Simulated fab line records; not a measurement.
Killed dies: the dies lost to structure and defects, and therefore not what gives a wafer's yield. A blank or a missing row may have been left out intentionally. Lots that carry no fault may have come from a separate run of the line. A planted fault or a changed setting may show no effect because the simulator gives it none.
fab line records	flow n5-finfet
record: lots: 24	wafers: 72	last-day: 20
route steps=1938 shown BEOL_M4@1045
lots with no fault: from the same line, run without faults
start-h: start of the lot's first displayed wafer, in hours after the record's first day	wait-h: hours from the lot's prior step to this one	" unchanged from the row above	L1.1+2: one row covering several wafers at once	- no value present, or no start provided	* or withheld: withheld	< > ~ a bound
route shown NAME@n: NAME is a module with steps in the file, n the number in the route of the first one	usual: mean/standard deviation of fault-free wafers	same: alike in all rows	chamber/n: place in a boat	sites: the reading at each site	_std_site: standard deviation across them	_edge_site: mean of outer sites minus mean of inner sites	radius-mm: how far each site lies from the wafer's centre	mask NAME#n: copy n	behind: tool/chamber where the wafer was last shaped	hold: why the lot was held/for how many hours/how that ended	device: which transistor (n, p or np) failed to switch	end of line: the tests these same wafers got at the end of their route	a step without rows: its recipe alone	killed: the dies lost at the first sort to structure and to defects; this is not the yield of the wafer	map: per-die view of a wafer (x killed, . not killed, _ where there is no die)
set.NAME: the setting the step ran with; set.NAME@STEP: the setting that earlier step ran with	model.NAME: the simulator's own value behind a step, which no gauge read
one table for each step of the route and one row for each wafer, over a sample of lots
services: when a tool's chamber went out of use (start-h, in hours from the record's first day, below 0 if earlier), for how many hours, and the reason
== steps ==
step: N5_BEOL_M4_STRIP_19
recipe: chemistry: O2	power-w: 400	temp-c: 40	pressure-mtorr: 30	rf-frequency-hz: 6e+07	bias-power-w: 0	overash-fraction: 0.2	o2-flow-sccm: 225
usual: drypump-motor-current-A: 5.8/0.53	oes-product-au: 0.77/0.087	rf-vpp-V: 3.7/0.43	showerhead-plenum-p-Torr: 2.09/0.068	throttle-valve-pct: 16.70/0.25
same: bias-power-w: 0
lot.wafer	tool	chamber	start-h	wait-h	drypump-motor-current-A	oes-product-au	rf-hours-counter-h	rf-vpp-V	showerhead-plenum-p-Torr	throttle-valve-pct
L075.1	rie-diel-03	1	198.42	0.1	4.9	0.86	63	4.0	2.21	16.66
L075.5	"	0	"	"	5.2	0.72	-	4.0	2.07	16.30
L075.6	"	3	"	"	6.2	0.73	-	4.0	2.09	16.54
L074.1	rie-diel-03	2	216.34	0.1	6.5	0.69	240	4.1	2.16	16.91
L074.3	"	3	"	"	6.3	0.72	194	4.1	2.09	16.56
L074.5	"	3	"	"	6.2	0.72	-	3.4	2.09	16.56
L076.1	rie-diel-03	0	218.70	0.1	5.2	0.72	192	4.3	2.07	16.32
L076.3	"	2	"	"	6.5	0.69	240	3.7	2.16	16.91
L076.4	"	3	"	"	6.3	0.73	195	3.2	2.09	16.56
L077.2	rie-diel-04	0	229.84	0.1	5.8	0.69	226	3.6	1.99	16.93
L077.5	"	3	"	"	6.0	0.70	-	3.1	2.17	16.60
L077.6	"	2	"	"	5.3	0.67	-	4.6	1.98	17.00
L078.2	rie-diel-04	2	237.90	0.1	5.3	0.67	236	4.0	1.98	17.02
L078.3	"	0	"	"	5.8	0.68	228	3.1	1.98	16.94
L078.6	"	1	"	"	6.2	0.77	-	3.2	2.11	17.02
L083.1	rie-diel-03	0	251.15	0.1	5.2	0.71	203	3.5	2.07	16.36
L083.4	"	0	"	"	5.2	0.71	-	3.8	2.07	16.35
L083.5	"	3	"	"	6.2	0.71	-	4.0	2.08	16.58
L079.1	rie-diel-03	0	255.07	0.1	5.1	0.71	206	3.6	2.07	16.37
L079.5	"	3	"	"	6.3	0.71	-	4.6	2.08	16.59
L079.6	"	0	"	"	5.2	0.71	-	3.3	2.07	16.36
L081.4	rie-diel-04	0	264.16	0.1	5.7	0.68	237	3.3	1.98	16.97
L081.5	"	2	"	"	5.3	0.67	-	3.9	1.98	17.02
L081.6	"	1	"	"	6.2	0.75	-	4.4	2.11	17.06
L084.1	rie-diel-04	0	272.64	0.2	5.8	0.68	240	3.4	1.98	16.97
L084.3	"	3	"	"	6.1	0.69	231	2.8	2.16	16.63
L084.5	"	3	"	"	6.0	0.69	-	3.3	2.16	16.63
L085.4	rie-diel-03	2	273.34	0.1	6.5	0.98	2	3.9	2.15	16.45
L085.5	"	3	"	"	6.2	0.71	-	3.5	2.08	16.61
L085.6	"	0	"	"	5.2	0.70	-	3.2	2.06	16.36
L082.2	rie-diel-01	3	275.84	0.1	5.8	0.69	230	2.9	2.07	16.92
L082.3	"	1	"	"	6.5	0.91	29	4.1	2.06	16.36
L082.6	"	3	"	"	5.8	0.69	-	3.5	2.07	16.92
L080.1	rie-diel-03	2	279.06	0.2	6.5	0.98	4	3.4	2.15	16.43
L080.4	"	3	"	"	6.3	0.71	217	3.5	2.08	16.59
L080.6	"	0	"	"	5.2	0.70	-	3.4	2.06	16.36
L087.2	rie-diel-04	3	284.47	0.1	6.0	0.69	237	3.9	2.16	16.64
L087.4	"	3	"	"	6.0	0.69	-	3.6	2.16	16.63
L087.6	"	3	"	"	6.0	0.69	-	3.7	2.16	16.64
L086.3	rie-diel-01	1	297.67	0.1	6.5	0.90	36	3.9	2.05	16.36
L086.4	"	0	"	"	6.0	0.82	63	3.7	2.04	16.52
L086.5	"	1	"	"	6.5	0.91	-	3.8	2.05	16.35
L089.2	rie-diel-01	1	300.52	0.1	6.5	0.90	36	3.2	2.05	16.37
L089.3	"	2	"	"	5.2	0.81	102	3.6	2.12	16.91
L089.5	"	0	"	"	6.0	0.82	-	3.7	2.03	16.53
L088.3	rie-diel-01	3	300.78	0.1	5.8	0.69	239	3.5	2.06	16.93
L088.5	"	1	"	"	6.5	0.91	-	3.0	2.05	16.35
L088.6	"	2	"	"	5.2	0.81	-	3.0	2.12	16.91
L093.1	rie-diel-01	2	303.77	0.1	5.2	0.81	103	3.7	2.12	16.90
L093.2	"	0	"	"	6.0	0.83	64	3.4	2.03	16.53
L093.4	"	1	"	"	6.5	0.90	37	3.6	2.05	16.36
L090.1	rie-diel-01	0	304.49	0.1	6.0	0.84	64	3.6	2.03	16.53
L090.4	"	1	"	"	6.5	0.90	37	2.3	2.05	16.37
L090.6	"	0	"	"	6.0	0.83	-	3.9	2.03	16.53
L092.3	rie-diel-04	3	310.59	0.1	6.0	0.68	248	3.8	2.16	16.66
L092.5	"	2	"	"	5.3	0.98	-	3.4	2.24	16.57
L092.6	"	1	"	"	6.2	0.74	-	3.6	2.10	17.10
L091.1	rie-diel-04	0	316.05	0.1	5.7	0.68	247	3.3	1.98	16.98
L091.2	"	2	"	"	5.3	0.97	10	3.9	2.24	16.57
L091.6	"	0	"	"	5.8	0.68	-	3.9	1.98	16.98
L094.2	rie-diel-04	1	321.93	0.1	6.2	0.74	160	3.5	2.10	17.11
L094.3	"	2	"	"	5.3	0.97	12	4.2	2.24	16.57
L094.6	"	1	"	"	6.2	0.75	-	4.1	2.10	17.10
L095.2	rie-diel-01	2	326.84	0.1	5.2	0.79	112	4.0	2.12	16.93
L095.5	"	1	"	"	6.5	0.88	-	3.8	2.05	16.39
L095.6	"	0	"	"	6.0	0.83	-	4.5	2.03	16.56
L097.2	rie-diel-03	0	327.94	0.1	5.2	0.70	226	3.3	2.06	16.38
L097.3	"	3	"	"	6.2	0.70	232	3.6	2.07	16.61
L097.5	"	1	"	"	4.9	0.80	-	4.1	2.20	16.73
L096.1	rie-diel-01	0	332.65	0.1	6.0	0.82	73	3.2	2.03	16.55
L096.2	"	1	"	"	6.5	0.88	48	4.1	2.05	16.39
L096.4	"	1	"	"	6.5	0.88	-	3.5	2.05	16.39
step: N5_BEOL_M4_INSPECT_30
recipe: mode: adi	inspect-instrument: brightfield
usual: raw-defect-count: 415/100
lot.wafer	tool	chamber	start-h	wait-h	raw-defect-count
L075.1	defect-inspect-01	-	199.02	0.1	582
L075.5	"	-	"	"	722
L075.6	"	-	"	"	395
L074.1	defect-inspect-02	-	219.34	0.1	330
L074.3	"	-	"	"	409
L074.5	"	-	"	"	354
L076.1	defect-inspect-02	-	219.40	0.1	244
L076.3	"	-	"	"	402
L076.4	"	-	"	"	290
L077.2	defect-inspect-01	-	234.91	0.0	377
L077.5	"	-	"	"	454
L077.6	"	-	"	"	358
L078.2	defect-inspect-01	-	238.50	0.0	343
L078.3	"	-	"	"	353
L078.6	"	-	"	"	486
L083.1	defect-inspect-02	-	251.64	0.1	412
L083.4	"	-	"	"	397
L083.5	"	-	"	"	404
L079.1	defect-inspect-02	-	255.54	0.1	297
L079.5	"	-	"	"	295
L079.6	"	-	"	"	264
L081.4	defect-inspect-02	-	264.76	0.0	375
L081.5	"	-	"	"	330
L081.6	"	-	"	"	421
L084.1	defect-inspect-01	-	273.12	0.1	634
L084.3	"	-	"	"	618
L084.5	"	-	"	"	539
L085.4	defect-inspect-01	-	273.82	0.0	462
L085.5	"	-	"	"	312
L085.6	"	-	"	"	309
L082.2	defect-inspect-02	-	276.45	0.0	402
L082.3	"	-	"	"	345
L082.6	"	-	"	"	287
L080.1	defect-inspect-02	-	279.62	0.1	274
L080.4	"	-	"	"	420
L080.6	"	-	"	"	222
L087.2	defect-inspect-02	-	284.97	0.0	460
L087.4	"	-	"	"	335
L087.6	"	-	"	"	445
L086.3	defect-inspect-01	-	298.14	0.0	565
L086.4	"	-	"	"	716
L086.5	"	-	"	"	506
L089.2	defect-inspect-01	-	301.12	0.0	276
L089.3	"	-	"	"	463
L089.5	"	-	"	"	431
L088.3	defect-inspect-02	-	301.39	0.0	292
L088.5	"	-	"	"	318
L088.6	"	-	"	"	260
L093.1	defect-inspect-01	-	304.38	0.1	516
L093.2	"	-	"	"	578
L093.4	"	-	"	"	466
L090.1	defect-inspect-01	-	305.10	0.1	343
L090.4	"	-	"	"	397
L090.6	"	-	"	"	610
L092.3	defect-inspect-01	-	311.19	0.0	436
L092.5	"	-	"	"	407
L092.6	"	-	"	"	423
L091.1	defect-inspect-02	-	316.52	0.1	553
L091.2	"	-	"	"	449
L091.6	"	-	"	"	404
L094.2	defect-inspect-01	-	322.41	0.0	593
L094.3	"	-	"	"	454
L094.6	"	-	"	"	519
L095.2	defect-inspect-01	-	327.44	0.0	381
L095.5	"	-	"	"	459
L095.6	"	-	"	"	357
L097.2	defect-inspect-01	-	328.42	0.0	324
L097.3	"	-	"	"	305
L097.5	"	-	"	"	462
L096.1	defect-inspect-02	-	333.13	0.1	405
L096.2	"	-	"	"	360
L096.4	"	-	"	"	387
step: N5_BEOL_M4_SPUTTER_48
recipe: material: Cu	target-thk-a: 45	temp-c: -20	chamber-pressure-pa: 0.07	power-w: withheld	time-s: 8.29
usual: throttle-valve-pct: 30.5/0.81
lot.wafer	tool	chamber	start-h	wait-h	throttle-valve-pct
L075.1	pvd-sputter-02	-	205.15	0.1	29.3
L075.5	"	-	"	"	31.4
L075.6	"	-	"	"	29.5
L074.1	pvd-sputter-02	-	230.63	0.1	29.6
L074.3	"	-	"	"	31.5
L074.5	"	-	"	"	31.4
L076.1	pvd-sputter-02	-	235.29	1.7	30.3
L076.3	"	-	"	"	31.6
L076.4	"	-	"	"	30.2
L077.2	pvd-sputter-03	-	241.52	0.7	30.6
L077.5	"	-	"	"	30.0
L077.6	"	-	"	"	30.8
L078.2	pvd-sputter-02	-	249.75	0.1	30.5
L078.3	"	-	"	"	30.1
L078.6	"	-	"	"	29.5
L083.1	pvd-sputter-03	-	255.38	0.2	30.6
L083.4	"	-	"	"	29.9
L083.5	"	-	"	"	29.6
L079.1	pvd-sputter-02	-	260.89	1.1	30.3
L079.5	"	-	"	"	30.3
L079.6	"	-	"	"	30.4
L081.4	pvd-sputter-02	-	272.72	0.0	31.7
L081.5	"	-	"	"	31.5
L081.6	"	-	"	"	29.5
L084.1	pvd-sputter-01	-	281.43	0.1	31.1
L084.3	"	-	"	"	28.7
L084.5	"	-	"	"	29.3
L085.4	pvd-sputter-03	-	284.13	0.0	30.5
L085.5	"	-	"	"	30.3
L085.6	"	-	"	"	30.0
L082.2	pvd-sputter-03	-	286.37	0.2	30.0
L082.3	"	-	"	"	30.3
L082.6	"	-	"	"	30.0
L080.1	pvd-sputter-01	-	288.31	0.1	31.2
L080.4	"	-	"	"	31.3
L080.6	"	-	"	"	31.4
L087.2	pvd-sputter-01	-	303.80	0.1	31.4
L087.4	"	-	"	"	31.2
L087.6	"	-	"	"	31.1
L086.3	pvd-sputter-02	-	310.38	0.1	30.2
L086.4	"	-	"	"	29.4
L086.5	"	-	"	"	30.5
L089.2	pvd-sputter-02	-	312.66	0.2	30.5
L089.3	"	-	"	"	30.6
L089.5	"	-	"	"	31.5
L088.3	pvd-sputter-01	-	313.76	0.2	31.4
L088.5	"	-	"	"	31.3
L088.6	"	-	"	"	31.4
L093.1	pvd-sputter-03	-	317.47	0.1	30.3
L093.2	"	-	"	"	30.5
L093.4	"	-	"	"	29.7
L090.1	pvd-sputter-01	-	319.24	1.4	31.4
L090.4	"	-	"	"	28.9
L090.6	"	-	"	"	29.1
L092.3	pvd-sputter-02	-	321.85	0.1	30.4
L092.5	"	-	"	"	30.7
L092.6	"	-	"	"	31.4
L091.1	pvd-sputter-02	-	339.19	0.1	30.5
L091.2	"	-	"	"	30.4
L091.6	"	-	"	"	31.7
L094.2	pvd-sputter-01	-	344.61	0.2	31.6
L094.3	"	-	"	"	31.2
L094.6	"	-	"	"	31.7
L095.2	pvd-sputter-01	-	359.63	0.2	29.0
L095.5	"	-	"	"	31.3
L095.6	"	-	"	"	29.2
L097.2	pvd-sputter-01	-	363.31	1.1	31.4
L097.3	"	-	"	"	31.3
L097.5	"	-	"	"	31.0
L096.1	pvd-sputter-03	-	368.85	0.1	30.1
L096.2	"	-	"	"	30.1
L096.4	"	-	"	"	30.0
step: N5_BEOL_M4_ANNEAL_49
recipe: temp-c: 400	time-s: 240	ambient: vacuum
usual: heater-power-w: 805/110
lot.wafer	tool	chamber	start-h	wait-h	heater-power-w
L075.1	pvd-sputter-02	-	205.23	0.0	710
L075.5	"	-	"	"	661
L075.6	"	-	"	"	699
L074.1	pvd-sputter-02	-	230.71	0.0	695
L074.3	"	-	"	"	678
L074.5	"	-	"	"	674
L076.1	pvd-sputter-02	-	235.37	0.0	814
L076.3	"	-	"	"	676
L076.4	"	-	"	"	992
L077.2	pvd-sputter-03	-	241.60	0.0	956
L077.5	"	-	"	"	806
L077.6	"	-	"	"	934
L078.2	pvd-sputter-02	-	249.83	0.0	827
L078.3	"	-	"	"	988
L078.6	"	-	"	"	711
L083.1	pvd-sputter-03	-	255.46	0.0	950
L083.4	"	-	"	"	828
L083.5	"	-	"	"	847
L079.1	pvd-sputter-02	-	260.97	0.0	822
L079.5	"	-	"	"	989
L079.6	"	-	"	"	796
L081.4	pvd-sputter-02	-	272.80	0.0	680
L081.5	"	-	"	"	678
L081.6	"	-	"	"	706
L084.1	pvd-sputter-01	-	281.51	0.0	709
L084.3	"	-	"	"	819
L084.5	"	-	"	"	840
L085.4	pvd-sputter-03	-	284.21	0.0	915
L085.5	"	-	"	"	936
L085.6	"	-	"	"	984
L082.2	pvd-sputter-03	-	286.45	0.0	982
L082.3	"	-	"	"	855
L082.6	"	-	"	"	967
L080.1	pvd-sputter-01	-	288.39	0.0	842
L080.4	"	-	"	"	679
L080.6	"	-	"	"	710
L087.2	pvd-sputter-01	-	303.88	0.0	866
L087.4	"	-	"	"	667
L087.6	"	-	"	"	676
L086.3	pvd-sputter-02	-	310.46	0.0	1008
L086.4	"	-	"	"	698
L086.5	"	-	"	"	812
L089.2	pvd-sputter-02	-	312.74	0.0	989
L089.3	"	-	"	"	805
L089.5	"	-	"	"	672
L088.3	pvd-sputter-01	-	313.84	0.0	706
L088.5	"	-	"	"	849
L088.6	"	-	"	"	687
L093.1	pvd-sputter-03	-	317.55	0.0	966
L093.2	"	-	"	"	938
L093.4	"	-	"	"	777
L090.1	pvd-sputter-01	-	319.32	0.0	679
L090.4	"	-	"	"	834
L090.6	"	-	"	"	860
L092.3	pvd-sputter-02	-	321.93	0.0	819
L092.5	"	-	"	"	820
L092.6	"	-	"	"	678
L091.1	pvd-sputter-02	-	339.27	0.0	799
L091.2	"	-	"	"	1000
L091.6	"	-	"	"	663
L094.2	pvd-sputter-01	-	344.69	0.0	676
L094.3	"	-	"	"	845
L094.6	"	-	"	"	688
L095.2	pvd-sputter-01	-	359.71	0.0	847
L095.5	"	-	"	"	689
L095.6	"	-	"	"	843
L097.2	pvd-sputter-01	-	363.39	0.0	688
L097.3	"	-	"	"	695
L097.5	"	-	"	"	708
L096.1	pvd-sputter-03	-	368.93	0.0	788
L096.2	"	-	"	"	989
L096.4	"	-	"	"	847
step: N5_BEOL_M4_SPUTTER_90
recipe: material: Cu	target-thk-a: 45	temp-c: -20	chamber-pressure-pa: 0.07	power-w: withheld	time-s: 8.29
usual: throttle-valve-pct: 30.5/0.81
lot.wafer	tool	chamber	start-h	wait-h	throttle-valve-pct
L075.1	pvd-sputter-02	-	206.25	0.1	29.5
L075.5	"	-	"	"	31.4
L075.6	"	-	"	"	29.6
L074.1	pvd-sputter-02	-	231.73	0.1	29.5
L074.3	"	-	"	"	31.5
L074.5	"	-	"	"	31.6
L076.1	pvd-sputter-02	-	236.39	0.1	30.3
L076.3	"	-	"	"	31.5
L076.4	"	-	"	"	30.5
L077.2	pvd-sputter-03	-	242.62	0.1	30.4
L077.5	"	-	"	"	30.0
L077.6	"	-	"	"	30.6
L078.2	pvd-sputter-02	-	250.85	0.1	30.4
L078.3	"	-	"	"	30.4
L078.6	"	-	"	"	29.4
L083.1	pvd-sputter-03	-	256.48	0.1	30.5
L083.4	"	-	"	"	29.8
L083.5	"	-	"	"	29.8
L079.1	pvd-sputter-02	-	261.99	0.1	30.5
L079.5	"	-	"	"	30.2
L079.6	"	-	"	"	30.4
L081.4	pvd-sputter-02	-	273.82	0.1	31.4
L081.5	"	-	"	"	31.4
L081.6	"	-	"	"	29.7
L084.1	pvd-sputter-01	-	282.53	0.1	31.5
L084.3	"	-	"	"	28.9
L084.5	"	-	"	"	29.1
L085.4	pvd-sputter-03	-	285.23	0.1	30.4
L085.5	"	-	"	"	30.5
L085.6	"	-	"	"	30.2
L082.2	pvd-sputter-03	-	287.47	0.1	29.9
L082.3	"	-	"	"	30.0
L082.6	"	-	"	"	30.1
L080.1	pvd-sputter-01	-	289.41	0.1	31.2
L080.4	"	-	"	"	31.3
L080.6	"	-	"	"	31.4
L087.2	pvd-sputter-01	-	304.90	0.1	31.4
L087.4	"	-	"	"	31.5
L087.6	"	-	"	"	31.3
L086.3	pvd-sputter-02	-	311.48	0.1	30.3
L086.4	"	-	"	"	29.4
L086.5	"	-	"	"	30.1
L089.2	pvd-sputter-02	-	313.76	0.1	30.3
L089.3	"	-	"	"	30.4
L089.5	"	-	"	"	31.5
L088.3	pvd-sputter-01	-	314.86	0.1	31.3
L088.5	"	-	"	"	31.1
L088.6	"	-	"	"	31.3
L093.1	pvd-sputter-03	-	318.57	0.1	30.0
L093.2	"	-	"	"	30.4
L093.4	"	-	"	"	30.0
L090.1	pvd-sputter-01	-	320.34	0.1	31.6
L090.4	"	-	"	"	29.1
L090.6	"	-	"	"	29.1
L092.3	pvd-sputter-02	-	322.95	0.1	30.5
L092.5	"	-	"	"	30.5
L092.6	"	-	"	"	31.6
L091.1	pvd-sputter-02	-	340.29	0.1	30.4
L091.2	"	-	"	"	30.3
L091.6	"	-	"	"	31.3
L094.2	pvd-sputter-01	-	345.71	0.1	31.4
L094.3	"	-	"	"	31.2
L094.6	"	-	"	"	31.5
L095.2	pvd-sputter-01	-	360.73	0.1	28.9
L095.5	"	-	"	"	31.3
L095.6	"	-	"	"	29.2
L097.2	pvd-sputter-01	-	364.41	0.1	31.2
L097.3	"	-	"	"	31.4
L097.5	"	-	"	"	31.6
L096.1	pvd-sputter-03	-	369.95	0.1	29.9
L096.2	"	-	"	"	30.2
L096.4	"	-	"	"	30.0
step: N5_BEOL_M4_CO_CAP_55
recipe: material: Co	target-thk-a: 20	temp-c: 200	precursor: CCTBA/H2	pressure-torr: 30	time-s: 102.1
usual: heater-power-w: 221/15
lot.wafer	tool	chamber	start-h	wait-h	heater-power-w	since-wet-clean-h
L075.1	cvd-co-02	2	207.77	0.0	229	508
L075.5	"	1	"	"	231	-
L075.6	"	0	"	"	215	-
L074.1	cvd-co-01	2	233.31	0.0	229	307
L074.3	"	0	"	"	221	775
L074.5	"	0	"	"	220	-
L076.1	cvd-co-02	2	237.91	0.0	232	539
L076.3	"	1	"	"	237	101
L076.4	"	1	"	"	238	-
L077.2	cvd-co-02	0	244.15	0.0	217	1004
L077.5	"	1	"	"	228	-
L077.6	"	0	"	"	209	-
L078.2	cvd-co-02	0	252.37	0.0	212	1012
L078.3	"	1	"	"	236	116
L078.6	"	1	"	"	239	-
L083.1	cvd-co-01	1	258.00	0.0	196	1237
L083.4	"	0	"	"	226	-
L083.5	"	1	"	"	192	-
L079.1	cvd-co-02	1	266.11	0.0	232	129
L079.5	"	2	"	"	227	-
L079.6	"	1	"	"	234	-
L081.4	cvd-co-02	2	275.46	0.0	231	-
L081.5	"	0	"	"	212	-
L081.6	"	1	"	"	242	-
L084.1	cvd-co-01	2	284.15	0.0	232	358
L084.3	"	1	"	"	198	1263
L084.5	"	1	"	"	192	-
L085.4	cvd-co-02	0	286.79	0.0	213	-
L085.5	"	2	"	"	229	-
L085.6	"	1	"	"	233	-
L082.2	cvd-co-01	0	289.53	0.0	217	831
L082.3	"	1	"	"	189	1268
L082.6	"	2	"	"	227	-
L080.1	cvd-co-02	0	290.93	0.0	214	1051
L080.4	"	0	"	"	208	-
L080.6	"	1	"	"	236	-
L087.2	cvd-co-01	0	306.43	0.0	220	848
L087.4	"	0	"	"	222	-
L087.6	"	1	"	"	194	-
L086.3	cvd-co-02	0	313.01	0.0	210	1073
L086.4	"	2	"	"	224	-
L086.5	"	1	"	"	242	-
L089.2	cvd-co-01	1	315.52	0.0	198	1294
L089.3	"	0	"	"	220	857
L089.5	"	1	"	"	195	-
L088.3	cvd-co-02	0	316.40	0.0	214	1076
L088.5	"	1	"	"	237	-
L088.6	"	2	"	"	231	-
L093.1	cvd-co-02	0	320.13	0.0	215	1080
L093.2	"	1	"	"	241	183
L093.4	"	1	"	"	234	-
L090.1	cvd-co-01	0	321.95	0.0	217	863
L090.4	"	0	"	"	222	-
L090.6	"	1	"	"	195	-
L092.3	cvd-co-01	0	324.56	0.0	220	866
L092.5	"	1	"	"	189	-
L092.6	"	2	"	"	231	-
L091.1	cvd-co-02	2	341.81	0.0	236	642
L091.2	"	0	"	"	211	1102
L091.6	"	0	"	"	213	-
L094.2	cvd-co-02	1	347.23	0.0	234	211
L094.3	"	0	"	"	212	1107
L094.6	"	0	"	"	218	-
L095.2	cvd-co-01	2	362.25	0.0	231	436
L095.5	"	2	"	"	233	-
L095.6	"	1	"	"	184	-
L097.2	cvd-co-01	0	366.16	0.0	227	908
L097.3	"	2	"	"	238	440
L097.5	"	2	"	"	230	-
L096.1	cvd-co-01	2	371.80	0.0	236	446
L096.2	"	0	"	"	227	913
L096.4	"	1	"	"	186	-
== services ==
tool	chamber	start-h	hours	kind
cvd-co-02	1	186.95	5.5	repair
rie-diel-04	3	203.78	9.4	repair
rie-diel-04	3	215.41	11.3	repair
rie-diel-01	1	219.97	25.1	repair
rie-diel-03	2	248.78	-	clean
rie-diel-03	2	248.78	-	consumable-replace:focus-ring
rie-diel-03	2	248.78	19.9	scheduled-down
rie-diel-03	2	248.78	19.9	vent-cycle
cvd-co-01	-	261.70	14.6	pm
rie-diel-04	2	273.86	-	clean
rie-diel-04	2	273.86	-	consumable-replace:focus-ring
rie-diel-04	2	273.86	-	consumable-replace:showerhead
rie-diel-04	2	273.86	18.4	scheduled-down
rie-diel-04	2	273.86	18.4	vent-cycle
rie-diel-04	0	276.34	24.4	repair
rie-diel-04	3	315.93	-	clean
rie-diel-04	3	315.93	-	consumable-replace:focus-ring
rie-diel-01	0	320.42	4.8	repair
cvd-co-01	1	333.33	-	clean
cvd-co-01	1	333.33	22.0	scheduled-down
cvd-co-01	1	333.33	22.0	vent-cycle
pvd-sputter-03	-	347.98	6.3	repair
rie-diel-01	-	351.87	2.8	pm
pvd-sputter-02	-	357.28	0.6	repair
== key ==
fault none
